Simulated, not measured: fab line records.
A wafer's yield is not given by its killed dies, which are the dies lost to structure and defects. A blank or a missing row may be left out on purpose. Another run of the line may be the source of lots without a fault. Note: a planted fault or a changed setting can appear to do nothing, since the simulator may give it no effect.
fab line records | flow n5_finfet
record: lots: 10 wafers: 30 last_day: 18
route steps=1938 shown BEOL_M0_SAQP@663 BEOL_M4@1111
lots untouched by any fault: they come from a run of this same line in which no faults occurred
start_h: the number of hours between the record's first day and the start of the first shown wafer of the lot | wait_h: hours elapsed since this lot's preceding step | " unchanged from the row above | L1.1+2: a row that stands for several wafers | - no value, or no start given | * or withheld: withheld | < > ~ a bound
route shown NAME@n: NAME is a module with steps in the file, n the number in the route of the first one | usual: the fault-free wafers' mean and standard deviation | same: alike in all rows | chamber/n: place in a boat | sites: readings site by site | _std_site: the values' standard deviation | _edge_site: mean of outer sites minus mean of inner sites | radius_mm: how far each site lies from the wafer's centre | mask NAME#n: copy n | behind: the tool/chamber that last shaped the wafer | hold: cause of the lot's hold/its duration in hours/its outcome | device: the n, p or np transistor that did not switch | end of line: at the end of the route, the tests of the same wafers | where a step has no rows: the recipe by itself | killed: not the wafer's yield, but the dies lost to structure and defects at the first sort | map: shows each die of a wafer: x if killed, . if not, _ if none is there
set.NAME: the run value of the setting; set.NAME@STEP: its run value at that earlier step | model.NAME: the simulator's own value behind a step, which no gauge read
steps of the route over a sample of lots; a table a step, a row a wafer
services: when a tool's chamber went out of use (start_h, in hours from the record's first day, below 0 if earlier), for how many hours, and the reason
== steps ==
step: N5_BEOL_M0_SAQP_SPACER1_ALD_98
recipe: material: SiO2 target_thk_a: 128 temp_c: 300 ald_precursor_family: BDEAS ald_co_reactant: O2-plasma pulse_time_s: 1 purge_time_s: 2 co_reactant_purge_time_s: 2 ald_cycles: 138 pressure_torr: 2
usual: heater_power_w: 498/42 precursor_pulse_height_rel: 0.999/0.02
columns lot.wafer tool chamber start_h wait_h heater_power_w precursor_pulse_height_rel since_wet_clean_h
L238.1 ald_sin-04 2 123.79 0.3 472 1.005 25
L238.2 " 0 " " 531 1.015 25
L238.6 " 1 " " 487 0.943 -
L239.4 ald_sin-02 1 129.24 1.1 456 1.001 120
L239.5 " 1 " " 464 1.014 -
L239.6 " 2 " " 517 0.993 -
L241.3 ald_sin-02 1 139.12 0.1 469 1.021 130
L241.4 " 0 " " 541 0.986 130
L241.6 " 3 " " 547 0.982 -
L245.1 ald_sin-02 2 160.27 0.3 507 1.019 151
L245.3 " 1 " " 462 0.996 151
L245.4 " 3 " " 525 1.027 151
L248.2 ald_sin-02 2 182.06 0.9 499 1.007 173
L248.3 " 3 " " 531 1.007 173
L248.4 " 1 " " 449 1.002 173
L249.1 ald_sin-01 2 191.65 0.6 495 1.000 266
L249.5 " 3 " " 471 1.007 -
L249.6 " 0 " " 540 0.976 -
L250.1 ald_sin-02 3 195.44 0.3 540 0.989 186
L250.3 " 2 " " 510 0.979 186
L250.6 " 0 " " 532 1.002 -
L255.1 ald_sin-04 1 223.67 0.3 484 1.025 125
L255.4 " 0 " " 543 0.953 125
L255.6 " 2 " " 470 0.961 -
L259.1 ald_sin-02 3 238.05 0.3 522 0.986 229
L259.2 " 2 " " 514 0.980 229
L259.4 " 0 " " 552 1.024 229
L260.2 ald_sin-04 2 249.99 0.3 481 1.016 151
L260.3 " 0 " " 533 1.021 151
L260.5 " 3 " " 401 1.014 -
step: N5_BEOL_M0_SAQP_CD_MEAS_25
recipe: target_cd_nm: 13.1 landing_energy_ev: 1000 detector: se_inlens
usual: cd_nm: 12.81/0.2
columns lot.wafer tool chamber start_h wait_h cd_nm
L238.1 cd_sem-02 0 124.46 0.1 12.69
L238.2 " 0 " " 12.85
L238.6 " 0 " " 12.82
L239.4 cd_sem-02 0 129.92 0.1 12.81
L239.5 " 0 " " 12.91
L239.6 " 0 " " 12.77
L241.3 cd_sem-02 0 139.88 0.1 13.00
L241.4 " 0 " " 12.78
L241.6 " 0 " " 12.86
L245.1 cd_sem-03 0 160.94 0.1 12.96
L245.3 " 0 " " 12.49
L245.4 " 0 " " 12.51
L248.2 cd_sem-01 0 182.74 0.1 12.77
L248.3 " 0 " " 13.05
L248.4 " 0 " " 12.48
L249.1 cd_sem-01 0 192.33 0.1 12.71
L249.5 " 0 " " 12.64
L249.6 " 0 " " 12.90
L250.1 cd_sem-03 0 196.12 0.1 12.61
L250.3 " 0 " " 13.21
L250.6 " 0 " " 12.36
L255.1 cd_sem-03 0 224.35 0.1 12.74
L255.4 " 0 " " 13.07
L255.6 " 0 " " 12.69
L259.1 cd_sem-02 0 238.79 0.1 12.89
L259.2 " 0 " " 12.82
L259.4 " 0 " " 12.20
L260.2 cd_sem-01 0 250.85 0.1 12.63
L260.3 " 0 " " 12.83
L260.5 " 0 " " 13.09
step: N5_BEOL_M0_SAQP_ETCH_107
recipe: chemistry: CH3F/O2 target: SiNx target_depth_a: 300 mask_material: SOC pressure_mtorr: 30 source_w: 395 bias_w: 73 Ar_flow_sccm: 150 CH3F_flow_sccm: 30 O2_flow_sccm: 20 ion_energy_ev: 120
usual: bias_w: 73.02/0.22 drypump_motor_current_A: 5.6/0.49 oes_ar_750_au: 0.79/0.089 oes_product_au: 0.80/0.094 rf_fwd_power_W: 390.6/1.9 rf_vpp_V: 299/4.6 showerhead_plenum_p_Torr: 2.00/0.085 throttle_valve_pct: 16.45/0.18
columns lot.wafer tool chamber start_h wait_h bias_w drypump_motor_current_A oes_ar_750_au oes_product_au rf_fwd_power_W rf_hours_counter_h rf_vpp_V showerhead_plenum_p_Torr throttle_valve_pct
L238.1 rie_diel-05 1 125.23 0.0 72.91 6.3 0.70 0.70 390.9 181 298 1.99 16.58
L238.2 " 3 " " 72.87 5.9 0.87 0.90 392.2 28 299 2.12 16.11
L238.6 " 0 " " 73.36 5.4 0.70 0.70 391.6 - 306 1.89 16.43
L239.4 rie_diel-04 3 130.68 0.0 73.11 6.2 0.79 0.80 392.0 106 294 1.95 16.63
L239.5 " 2 " " 73.25 6.1 0.89 0.89 386.2 - 305 2.12 16.50
L239.6 " 3 " " 73.33 6.2 0.80 0.82 391.1 - 296 1.95 16.65
L241.3 rie_diel-05 3 140.67 0.0 72.89 5.9 0.87 0.89 391.2 33 296 2.12 16.15
L241.4 " 1 " " 72.61 6.3 0.70 0.70 390.3 186 297 1.98 16.59
L241.6 " 0 " " 73.16 5.4 0.70 0.71 390.6 - 306 1.88 16.43
L245.1 rie_diel-04 2 161.87 0.0 77.76 6.1 0.88 0.89 385.8 33 323 2.12 16.52
L245.3 " 1 " " 72.92 5.2 0.70 0.71 393.7 219 295 1.98 16.56
L245.4 " 1 " " 72.84 5.2 0.70 0.70 392.8 - 296 1.98 16.55
L248.2 rie_diel-04 2 183.70 0.0 78.35 6.1 0.86 0.88 386.6 39 324 2.12 16.52
L248.3 " 3 " " 72.98 6.2 0.78 0.79 390.1 121 295 1.94 16.68
L248.4 " 0 " " 73.09 4.8 0.92 0.95 392.2 5 300 2.13 16.14
L249.1 rie_diel-05 3 193.09 0.0 72.99 5.9 0.84 0.88 391.1 48 298 2.12 16.16
L249.5 " 2 " " 72.80 5.5 0.80 0.81 389.3 - 292 1.94 16.42
L249.6 " 1 " " 72.67 6.3 0.68 0.70 391.0 - 298 1.98 16.62
L250.1 rie_diel-05 3 196.88 0.0 72.66 5.9 0.84 0.86 391.5 49 297 2.12 16.16
L250.3 " 0 " " 73.40 5.3 0.69 0.69 393.9 230 307 1.88 16.46
L250.6 " 1 " " 72.77 6.3 0.68 0.68 390.1 - 297 1.98 16.63
L255.1 rie_diel-05 2 225.11 0.0 73.13 5.5 0.80 0.80 389.3 96 293 1.94 16.43
L255.4 " 3 " " 73.03 5.9 0.84 0.85 392.5 52 298 2.12 16.19
L255.6 " 3 " " 73.28 5.9 0.84 0.86 392.5 - 298 2.12 16.18
L259.1 rie_diel-04 2 239.78 0.0 73.11 6.2 0.84 0.84 387.7 57 306 2.11 16.56
L259.2 " 1 " " 72.90 5.1 0.68 0.69 391.6 243 294 1.97 16.58
L259.4 " 3 " " 73.44 6.2 0.77 0.77 390.9 139 295 1.93 16.69
L260.2 rie_diel-05 3 251.64 0.0 73.03 5.9 0.83 0.85 390.9 61 298 2.11 16.19
L260.3 " 2 " " 72.80 5.5 0.78 0.79 390.1 106 292 1.93 16.43
L260.5 " 3 " " 73.07 5.9 0.83 0.85 390.8 - 299 2.11 16.18
step: N5_BEOL_M0_SAQP_CD_MEAS_29
recipe: target_cd_nm: 14.4 landing_energy_ev: 1000 detector: se_inlens
usual: cd_nm: 14.99/0.21
columns lot.wafer tool chamber start_h wait_h cd_nm
L238.1 cd_sem-02 0 126.22 0.1 14.88
L238.2 " 0 " " 14.96
L238.6 " 0 " " 14.87
L239.4 cd_sem-02 0 131.98 0.1 15.02
L239.5 " 0 " " 15.19
L239.6 " 0 " " 15.12
L241.3 cd_sem-03 0 141.83 0.1 15.14
L241.4 " 0 " " 14.99
L241.6 " 0 " " 14.86
L245.1 cd_sem-03 0 162.91 0.1 14.80
L245.3 " 0 " " 14.77
L245.4 " 0 " " 14.88
L248.2 cd_sem-02 0 184.77 0.1 15.17
L248.3 " 0 " " 15.13
L248.4 " 0 " " 15.04
L249.1 cd_sem-02 0 194.08 0.1 15.12
L249.5 " 0 " " 15.11
L249.6 " 0 " " 14.88
L250.1 cd_sem-01 0 197.87 0.1 14.61
L250.3 " 0 " " 14.51
L250.6 " 0 " " 14.72
L255.1 cd_sem-01 0 226.10 0.1 15.04
L255.4 " 0 " " 14.87
L255.6 " 0 " " 15.18
L259.1 cd_sem-03 0 241.06 0.1 14.86
L259.2 " 0 " " 15.04
L259.4 " 0 " " 14.95
L260.2 cd_sem-02 0 252.72 0.1 15.22
L260.3 " 0 " " 15.04
L260.5 " 0 " " 14.74
step: N5_BEOL_M4_RC_MEAS_101
usual: DIBL_N: 36.4/1.6 DIBL_P: 36.2/1.8 IOFF_N: 0.159/0.029 IOFF_P: 0.21/0.034 ION_N: 670/12 ION_P: 459/8.2 SS_N: 71.5/0.59 SS_P: 73.2/0.54 VT_N: 250/3.3 VT_P: -250/3.7
columns lot.wafer tool chamber start_h wait_h DIBL_N[mV/V] DIBL_P[mV/V] IOFF_N[nA/um] IOFF_P[nA/um] ION_N[uA/um] ION_P[uA/um] SS_N[mV/dec] SS_P[mV/dec] VT_N[mV] VT_P[mV]
L238.1 prober-02 0 185.72 0.0 34.2 33.1 0.127 0.17 658 450 71.2 73.0 253 -252
L238.2 " 0 " " 34.8 34.2 0.133 0.19 660 454 70.8 73.5 252 -252
L238.6 " 0 " " 36.8 35.6 0.163 0.21 668 462 72.0 72.5 252 -250
L239.4 prober-02 0 204.10 0.5 34.8 33.3 0.133 0.20 674 465 70.2 73.3 252 -249
L239.5 " 0 " " 37.0 35.7 0.170 0.24 685 464 71.5 72.6 248 -247
L239.6 " 0 " " 36.3 34.5 0.144 0.22 658 459 71.6 73.3 252 -247
L241.3 prober-01 0 211.86 0.3 37.4 39.1 0.216 0.26 689 473 71.9 73.9 241 -246
L241.4 " 0 " " 34.0 34.9 0.136 0.20 673 460 70.8 73.1 251 -253
L241.6 " 0 " " 35.3 35.5 0.154 0.19 667 454 71.1 73.5 250 -253
L245.1 prober-01 0 256.60 0.0 35.4 35.6 0.146 0.17 671 458 71.8 72.9 250 -255
L245.3 " 0 " " 34.2 34.4 0.130 0.15 657 442 72.3 72.1 255 -256
L245.4 " 0 " " 36.1 38.2 0.167 0.20 672 455 72.0 73.4 249 -251
L248.2 prober-01 0 260.05 0.2 36.5 36.5 0.153 0.20 663 457 71.3 73.3 250 -253
L248.3 " 0 " " 34.5 33.8 0.119 0.16 657 449 70.7 72.7 256 -254
L248.4 " 0 " " 36.1 36.9 0.135 0.20 658 459 70.6 73.9 253 -252
L249.1 prober-01 0 272.43 0.0 36.2 35.0 0.141 0.21 664 462 71.5 73.0 252 -249
L249.5 " 0 " " 36.7 34.4 0.149 0.19 656 459 71.7 72.9 253 -251
L249.6 " 0 " " 35.9 33.1 0.131 0.19 669 460 70.6 72.8 250 -251
L250.1 prober-02 0 278.25 0.0 39.6 38.4 0.228 0.24 701 467 72.1 73.0 246 -248
L250.3 " 0 " " 37.1 35.3 0.165 0.20 671 455 71.9 73.3 248 -252
L250.6 " 0 " " 38.9 36.7 0.199 0.22 681 456 71.9 73.1 248 -251
L255.1 prober-01 0 290.31 0.0 38.3 39.3 0.193 0.27 676 464 72.3 73.4 247 -246
L255.4 " 0 " " 35.2 37.0 0.148 0.23 677 467 70.9 73.4 249 -246
L255.6 " 0 " " 37.8 40.3 0.189 0.29 679 473 72.2 74.0 245 -243
L259.1 prober-01 0 331.48 0.0 36.1 37.1 0.157 0.22 657 458 71.7 73.4 253 -250
L259.2 " 0 " " 37.3 39.1 0.196 0.26 689 472 71.7 73.6 247 -248
L259.4 " 0 " " 33.1 34.9 0.117 0.19 652 460 70.8 72.5 253 -250
L260.2 prober-02 0 335.34 0.2 37.0 37.7 0.179 0.27 671 468 72.1 73.9 248 -245
L260.3 " 0 " " 32.8 33.8 0.114 0.20 657 466 70.8 72.3 255 -246
L260.5 " 0 " " 32.9 34.5 0.119 0.23 660 464 70.8 73.0 249 -247
== services ==
columns tool chamber start_h hours kind
rie_diel-04 3 138.80 6.5 repair
rie_diel-04 0 145.27 - clean
rie_diel-04 0 145.27 - consumable_replace:focus_ring
rie_diel-04 0 145.27 - consumable_replace:showerhead
rie_diel-04 0 145.27 22.0 scheduled_down
rie_diel-04 0 145.27 22.0 vent_cycle
ald_sin-02 0 148.67 4.0 repair
ald_sin-04 3 162.91 8.3 repair
rie_diel-05 - 207.71 14.6 pm
ald_sin-04 0 230.11 12.6 repair
rie_diel-05 1 238.66 19.1 repair
== key ==
first_sign: step: N5_BEOL_M0_SAQP_ETCH_107 reading: bias_w direction: up sigmas: 23 usual: * struck: *
effect: step: N5_BEOL_M0_SAQP_ETCH_107 reading: rf_vpp_V direction: up sigmas: 5.3 usual: 299 struck: 323
met_at N5_BEOL_M0_SAQP_ETCH_107
struck_lots L245,L248
struck_wafers L245.1,L248.2
not_acting_at N5_BEOL_M0_SAQP_SPACER1_ALD_98,N5_BEOL_M0_SAQP_CD_MEAS_25,N5_BEOL_M0_SAQP_CD_MEAS_29
onset_between 130.68 161.87
fault: kind: process_parameter_drift tool: rie_diel-04 chamber: 2 onset_h: 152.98 steps: N5_BEOL_M0_SAQP_ETCH_107 channel: bias_w offset: * shape: step end_h: 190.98 acts_in: * stated: *
